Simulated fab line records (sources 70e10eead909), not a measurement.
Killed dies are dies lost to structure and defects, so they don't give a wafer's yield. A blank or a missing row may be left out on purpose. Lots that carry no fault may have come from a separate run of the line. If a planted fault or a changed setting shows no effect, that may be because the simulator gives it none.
8D (eight disciplines) problem report, filled in by code | flow nand harc | the parts of the form that need people (team, actions taken, sign-off) are left out

== 1. THE ISSUE ==
Mean of cd nm at NHARC_A_M0_CD_MEAS_09: 105.4 nm across 9 wafers in 3 lots; on wafers with no fault it is 80.2 nm (standard deviation 0.54). Measured from the usual mean, that is +47 standard deviations.
The step: target cd 80 nm.
First seen on wafer L493.1, day 26 15:38, on cd sem-01. Wafers with a number at this step in the record: 33, from 11 lots. By rule, "out" or "out of limits" means more than 4 standard deviations away from the usual mean. The other wafers with a number count as sound.

== 2. WHAT IT IS; WHAT IT IS NOT ==
question                    | is                     | is not
which readings at this step | cd nm                  | -
which lots                  | L493, L494, L496       | L486, L488, L499, L503, L504, L505, L506, L508
which wafers of those lots  | all that have a number | -
read on which gauges        | cd sem-01, cd sem-03   | cd sem-02
when                        | from day 26 15:38      | up to then (6 sound wafers); but 18 sound wafers of L499, L503, L504, L505, L506, L508 came after

== 3. WHAT RULES OUT EACH SUSPECT ==
Counting: a tool at any process step up to the reading remains a suspect when it ran all the lots that are out and ran no sound lot after the first of those.
- the gauge at NHARC_A_M0_CD_MEAS_09 has been ruled out. The wafers that are out were read on 2 gauges (cd sem-01, cd sem-03).
- litho track-04 at NHARC_A_M0_PEB_07 (peb time 65 s): ruled out as a lasting fault. After its first lot that is out, L493 (day 26 15:34), sound lots L506, L508 ran on it.
Left after counting: nothing in the record.

== 4. THE CAUSE (what the simulator had put in) ==
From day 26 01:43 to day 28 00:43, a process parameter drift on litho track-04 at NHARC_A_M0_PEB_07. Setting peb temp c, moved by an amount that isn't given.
The count ruled it out by mistake, since the rule takes a fault to strike every lot its tool runs from the start of the fault on, and this one did not do so.

== 5. THE CHAIN OF EFFECTS, in route order ==
Rows list readings where the struck wafers' mean (over those with a number) sits beyond 3 standard deviations from the usual. Only readings whose record carries a usual standard deviation are examined. hours: median over the lots of the time between each lot's start at the first step of this table that gives one and its start at this step. sigmas: the change, counted in usual standard deviations.
hours | step                  | reading              | usual    | on struck wafers | change | sigmas
0     | NHARC_A_M0_PEB_07     | heater power total W | 156.6 W  | 174.7            | +18.1  | +43
0     | NHARC_A_M0_PEB_07     | plate temp C         | 100.00 C | 108.29           | +8.29  | +69
0     | NHARC_A_M0_CD_MEAS_09 | cd nm                | 80.2 nm  | 105.4            | +25.2  | +47
Here are the process steps it includes:
- NHARC_A_M0_PEB_07: peb time 65 s.
Later measuring or inspecting steps at which every struck wafer that the step has a row for has a number for every such reading, and none has moved that far: NHARC_END_SORT_01.

== 6. WHAT WOULD HAVE CAUGHT IT SOONER ==
Counted from the fault's start at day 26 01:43, it took 14 hours until the first out-of-limits reading at a measuring or inspecting step in this record, taken at day 26 15:38.
Tool's own readings at NHARC_A_M0_PEB_07, heater power total W, plate temp C: out on all struck wafers the step has rows for; an alarm limit on them would have tripped on the first.
